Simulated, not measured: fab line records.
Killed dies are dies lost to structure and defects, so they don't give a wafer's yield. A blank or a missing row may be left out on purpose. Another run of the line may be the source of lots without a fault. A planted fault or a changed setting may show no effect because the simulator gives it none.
Matching of chambers + flow nand-harc + 4 sister chambers for NHARC_A_STAIRCASE_TRIM_229 on rie-diel-04
The step chemistry O2, time 211.2 s. 8 wafers are shown with their chamber, then 9 later ones without.

== WAFERS, EACH WITH ITS CHAMBER ==
| wafer  | chamber | showerhead-plenum-p-Torr (Torr) | drypump-motor-current-A (A) |
|--------|---------|---------------------------------|-----------------------------|
| L083.1 | 2       | 3.47                            | 5.5                         |
| L083.5 | 0       | 3.42                            | 5.7                         |
| L084.4 | 2       | 3.47                            | 5.6                         |
| L086.1 | 3       | 3.79                            | 5.9                         |
| L086.2 | 0       | 3.42                            | 5.7                         |
| L090.2 | 3       | 3.78                            | 5.9                         |
| L090.4 | 1       | 3.75                            | 4.9                         |
| L090.6 | 1       | 3.75                            | 4.8                         |

== WAFERS WITHOUT THEIR CHAMBER ==
| wafer  | showerhead-plenum-p-Torr (Torr) | drypump-motor-current-A (A) |
|--------|---------------------------------|-----------------------------|
| L092.3 | 3.41                            | 5.7                         |
| L092.4 | 3.74                            | 4.8                         |
| L092.5 | 3.74                            | 4.9                         |
| L094.2 | 3.46                            | 5.5                         |
| L094.3 | 3.74                            | 4.8                         |
| L094.4 | 3.78                            | 5.9                         |
| L097.2 | 3.76                            | 5.9                         |
| L097.4 | 3.73                            | 4.8                         |
| L097.6 | 3.45                            | 5.6                         |

== WHICH CHAMBER EACH WENT THROUGH ==
| wafer  | from the rows above | in truth |
|--------|---------------------|----------|
| L092.3 | 0                   | 0        |
| L092.4 | 1                   | 1        |
| L092.5 | 1                   | 1        |
| L094.2 | 2                   | 2        |
| L094.3 | 1                   | 1        |
| L094.4 | 3                   | 3        |
| L097.2 | 3                   | 3        |
| L097.4 | 1                   | 1        |
| L097.6 | 2                   | 2        |
Correctly placed: 9 of 9. From these rows, 0 cannot be placed. Placed wrongly: 0.
How it was worked out, from the rows above alone: a wafer's distance from a chamber is the root of the sum, over the readings, of the square of ((its reading less the chamber's mean) divided by the reading's scatter). The wafer belongs to the nearest chamber; if the next one is less than 2 further off, it can't be placed. The mean given for a chamber averages the wafers shown for that chamber. The scatter: the root of (the sum of the squares of (reading less its chamber's mean) over the shown wafers, divided by (wafers less chambers)).
